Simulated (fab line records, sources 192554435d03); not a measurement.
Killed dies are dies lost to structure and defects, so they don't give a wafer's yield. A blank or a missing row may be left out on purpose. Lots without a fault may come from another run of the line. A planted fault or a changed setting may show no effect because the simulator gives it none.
Split-lot experiment | flow n5_finfet | 7 lots, 21 wafers read, on a route of 1938 steps

THE SPLIT
At N5_DUMMY_GATE_EXPOSE_12 (exposes mask GATE, target cd 25 nm), the setting dose_mj was moved away from the recipe's 34 on 7 of the 21 wafers read, by -7.4% to -2.3%. The other wafers ran this setting at the recipe's value.

FROM THE SPLIT TO THE READING: what the file shows between them, 2 steps
- N5_DUMMY_GATE_PEB_13: peb time 60 s
- N5_DUMMY_GATE_DEVELOP_14: develop time 30 s

THE READING
cd_nm, in nm, at N5_DUMMY_GATE_CD_MEAS_15 (target cd 25.8 nm). Fault-free wafers of this fab line usually give 25.02 nm, standard deviation 0.25 nm.

wafer  | tool, chamber at the split | dose_mj as run | against the recipe | cd_nm, nm | against lot-mates on the recipe
L075.1 | euv_scanner-02, 0          | 34             | recipe             | 24.69     | -
L075.3 | euv_scanner-02, 0          | 33.23          | -2.3%              | 25.92     | +0.94
L075.6 | euv_scanner-02, 0          | 34             | recipe             | 25.27     | -
L076.2 | euv_scanner-02, 0          | 34             | recipe             | 25.51     | -
L076.4 | euv_scanner-02, 0          | 32.49          | -4.4%              | 25.94     | +0.43
L076.6 | euv_scanner-02, 0          | 32.49          | -4.4%              | 25.85     | +0.34
L084.2 | euv_scanner-02, 0          | 34             | recipe             | 25.33     | -
L084.5 | euv_scanner-02, 0          | 34             | recipe             | 24.74     | -
L084.6 | euv_scanner-02, 0          | 34             | recipe             | 25.05     | -
L085.2 | euv_scanner-02, 0          | 31.47          | -7.4%              | 26.72     | +1.89
L085.4 | euv_scanner-02, 0          | 31.47          | -7.4%              | 26.74     | +1.91
L085.6 | euv_scanner-02, 0          | 34             | recipe             | 24.83     | -
L089.3 | euv_scanner-01, 0          | 34             | recipe             | 25.02     | -
L089.5 | euv_scanner-01, 0          | 34             | recipe             | 24.92     | -
L089.6 | euv_scanner-01, 0          | 34             | recipe             | 24.82     | -
L091.2 | euv_scanner-02, 0          | 32.33          | -4.9%              | 26.07     | +0.96
L091.4 | euv_scanner-02, 0          | 34             | recipe             | 25.00     | -
L091.6 | euv_scanner-02, 0          | 34             | recipe             | 25.21     | -
L097.1 | euv_scanner-02, 0          | 34             | recipe             | 24.94     | -
L097.3 | euv_scanner-02, 0          | 34             | recipe             | 25.01     | -
L097.5 | euv_scanner-02, 0          | 32.87          | -3.3%              | 25.34     | +0.36

THE FIT
A straight line over all 21 wafers: cd_nm changes by -0.217 nm for each +1% of dose_mj; r = -0.92; the points scatter about the line by 0.24 nm.
The same after taking each lot's own level away (the mean of its wafers on the recipe; 21 wafers): -0.213 nm for each +1%; r = -0.89; scatter 0.28 nm.
On that fit, the largest move of dose_mj shifts the reading by 1.6 nm.
The lots' own levels span 24.830 to 25.510 nm, that is 2.7 times the standard deviation above.
So the lot-to-lot level changes the slope little: the two slopes agree.
Check: with one of the wafers moved furthest among these (-7.4%) left out of the fit, the line predicts +1.42 nm for it against its lot-mates. It came out at +1.89 nm against them.

OTHER SPLITS ON THESE WAFERS
These wafers also went through other splits before the reading. Each is held against what the fit with the lots' levels taken away leaves over:
other split on the same wafers         | wafers away from the commonest value | r with cd_nm (lot level and that fit taken away)
N5_ZERO_LAYER_PECVD_02 time_s          | 9                                    | +0.51
N5_ZERO_LAYER_COAT_05 spin_rpm         | 8                                    | -0.18
N5_ZERO_LAYER_ETCH_18 bias_w           | 6                                    | -0.15
N5_WELL_APT_PEB_06 peb_temp_c          | 6                                    | +0.21
N5_PMOS_HMC_CHANNEL_EPI_ETCH_32 bias_w | 4                                    | +0.25
N5_FIN_CUT_COAT_02 spin_rpm            | 8                                    | +0.54

THE FILE'S OWN FIT
cd_nm changes by -0.207 nm for each +1% of dose_mj, r = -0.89.
